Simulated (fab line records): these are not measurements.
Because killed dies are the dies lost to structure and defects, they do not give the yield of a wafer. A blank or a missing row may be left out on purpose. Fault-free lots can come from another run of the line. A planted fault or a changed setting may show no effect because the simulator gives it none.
Chamber matching || flow n5_finfet || rie_diel-03 running N5_BEOL_M7_VIA_ETCH_34: 4 sister chambers
The step etches SiCOH lowk in C4F6/O2, target depth 125.5 nm, time 50.5 s. 16 wafers are shown with their chamber, then 8 later ones without.

## WAFERS WITH THEIR CHAMBER
{"wafer": "L077.1", "chamber": 0, "showerhead_plenum_p_Torr (Torr)": 2.92, "rf_vpp_V (V)": 670, "drypump_motor_current_A (A)": 5.4}
{"wafer": "L077.3", "chamber": 3, "showerhead_plenum_p_Torr (Torr)": 2.64, "rf_vpp_V (V)": 662, "drypump_motor_current_A (A)": 5.2}
{"wafer": "L077.5", "chamber": 0, "showerhead_plenum_p_Torr (Torr)": 2.92, "rf_vpp_V (V)": 672, "drypump_motor_current_A (A)": 5.4}
{"wafer": "L079.1", "chamber": 2, "showerhead_plenum_p_Torr (Torr)": 2.94, "rf_vpp_V (V)": 661, "drypump_motor_current_A (A)": 5.1}
{"wafer": "L079.4", "chamber": 1, "showerhead_plenum_p_Torr (Torr)": 2.94, "rf_vpp_V (V)": 669, "drypump_motor_current_A (A)": 5.4}
{"wafer": "L079.6", "chamber": 1, "showerhead_plenum_p_Torr (Torr)": 2.94, "rf_vpp_V (V)": 669, "drypump_motor_current_A (A)": 5.5}
{"wafer": "L078.1", "chamber": 1, "showerhead_plenum_p_Torr (Torr)": 2.94, "rf_vpp_V (V)": 672, "drypump_motor_current_A (A)": 5.4}
{"wafer": "L078.3", "chamber": 2, "showerhead_plenum_p_Torr (Torr)": 2.94, "rf_vpp_V (V)": 662, "drypump_motor_current_A (A)": 5.1}
{"wafer": "L078.6", "chamber": 2, "showerhead_plenum_p_Torr (Torr)": 2.94, "rf_vpp_V (V)": 661, "drypump_motor_current_A (A)": 5.2}
{"wafer": "L082.1", "chamber": 0, "showerhead_plenum_p_Torr (Torr)": 2.91, "rf_vpp_V (V)": 672, "drypump_motor_current_A (A)": 5.4}
{"wafer": "L082.4", "chamber": 3, "showerhead_plenum_p_Torr (Torr)": 2.63, "rf_vpp_V (V)": 662, "drypump_motor_current_A (A)": 5.2}
{"wafer": "L082.6", "chamber": 1, "showerhead_plenum_p_Torr (Torr)": 2.94, "rf_vpp_V (V)": 671, "drypump_motor_current_A (A)": 5.4}
{"wafer": "L085.2", "chamber": 1, "showerhead_plenum_p_Torr (Torr)": 2.94, "rf_vpp_V (V)": 669, "drypump_motor_current_A (A)": 5.4}
{"wafer": "L085.4", "chamber": 1, "showerhead_plenum_p_Torr (Torr)": 2.94, "rf_vpp_V (V)": 670, "drypump_motor_current_A (A)": 5.5}
{"wafer": "L085.6", "chamber": 0, "showerhead_plenum_p_Torr (Torr)": 2.91, "rf_vpp_V (V)": 671, "drypump_motor_current_A (A)": 5.4}
{"wafer": "L090.1", "chamber": 3, "showerhead_plenum_p_Torr (Torr)": 2.62, "rf_vpp_V (V)": 661, "drypump_motor_current_A (A)": 5.2}

SIGNATURES (averages over the wafers above)
{"reading": "showerhead_plenum_p_Torr", "chamber 0": 2.9150, "chamber 1": 2.9400, "chamber 2": 2.9400, "chamber 3": 2.6300, "scatter within a chamber": 0.005}
{"reading": "rf_vpp_V", "chamber 0": 671.25, "chamber 1": 670.00, "chamber 2": 661.33, "chamber 3": 661.67, "scatter within a chamber": 1}
{"reading": "drypump_motor_current_A", "chamber 0": 5.400, "chamber 1": 5.433, "chamber 2": 5.133, "chamber 3": 5.200, "scatter within a chamber": 0.0408}
Rule: for a wafer and a chamber, the distance is found by dividing, reading by reading, the gap between the wafer's reading and the chamber's mean by the reading's scatter, squaring, summing and taking the root. The wafer belongs to the nearest chamber; if the next one is less than 2 further off, it can't be placed. The scatter: take each reading less its chamber's mean, square it, sum over the shown wafers, divide by the number of wafers less the number of chambers, and take the root.

## WAFERS WITHOUT THEIR CHAMBER
{"wafer": "L090.3", "showerhead_plenum_p_Torr (Torr)": 2.94, "rf_vpp_V (V)": 662, "drypump_motor_current_A (A)": 5.2}
{"wafer": "L090.6", "showerhead_plenum_p_Torr (Torr)": 2.62, "rf_vpp_V (V)": 660, "drypump_motor_current_A (A)": 5.2}
{"wafer": "L093.1", "showerhead_plenum_p_Torr (Torr)": 2.93, "rf_vpp_V (V)": 670, "drypump_motor_current_A (A)": 5.4}
{"wafer": "L093.4", "showerhead_plenum_p_Torr (Torr)": 2.93, "rf_vpp_V (V)": 660, "drypump_motor_current_A (A)": 5.1}
{"wafer": "L093.5", "showerhead_plenum_p_Torr (Torr)": 2.93, "rf_vpp_V (V)": 670, "drypump_motor_current_A (A)": 5.5}
{"wafer": "L094.2", "showerhead_plenum_p_Torr (Torr)": 2.93, "rf_vpp_V (V)": 662, "drypump_motor_current_A (A)": 5.2}
{"wafer": "L094.3", "showerhead_plenum_p_Torr (Torr)": 2.62, "rf_vpp_V (V)": 661, "drypump_motor_current_A (A)": 5.2}
{"wafer": "L094.4", "showerhead_plenum_p_Torr (Torr)": 2.93, "rf_vpp_V (V)": 670, "drypump_motor_current_A (A)": 5.4}

## THE CHAMBER EACH PASSED THROUGH
{"wafer": "L090.3", "from the rows above": 2, "in truth": 2}
{"wafer": "L090.6", "from the rows above": 3, "in truth": 3}
{"wafer": "L093.1", "from the rows above": "can't be placed: 1 or 0", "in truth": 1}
{"wafer": "L093.4", "from the rows above": 2, "in truth": 2}
{"wafer": "L093.5", "from the rows above": "can't be placed: 1 or 0", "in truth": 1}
{"wafer": "L094.2", "from the rows above": 2, "in truth": 2}
{"wafer": "L094.3", "from the rows above": 3, "in truth": 3}
{"wafer": "L094.4", "from the rows above": "can't be placed: 1 or 0", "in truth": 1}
Placed correctly: 5 of 8. Unplaceable from these rows: 3, with the true chamber sitting among the candidates in 3. Wrongly placed: 0.
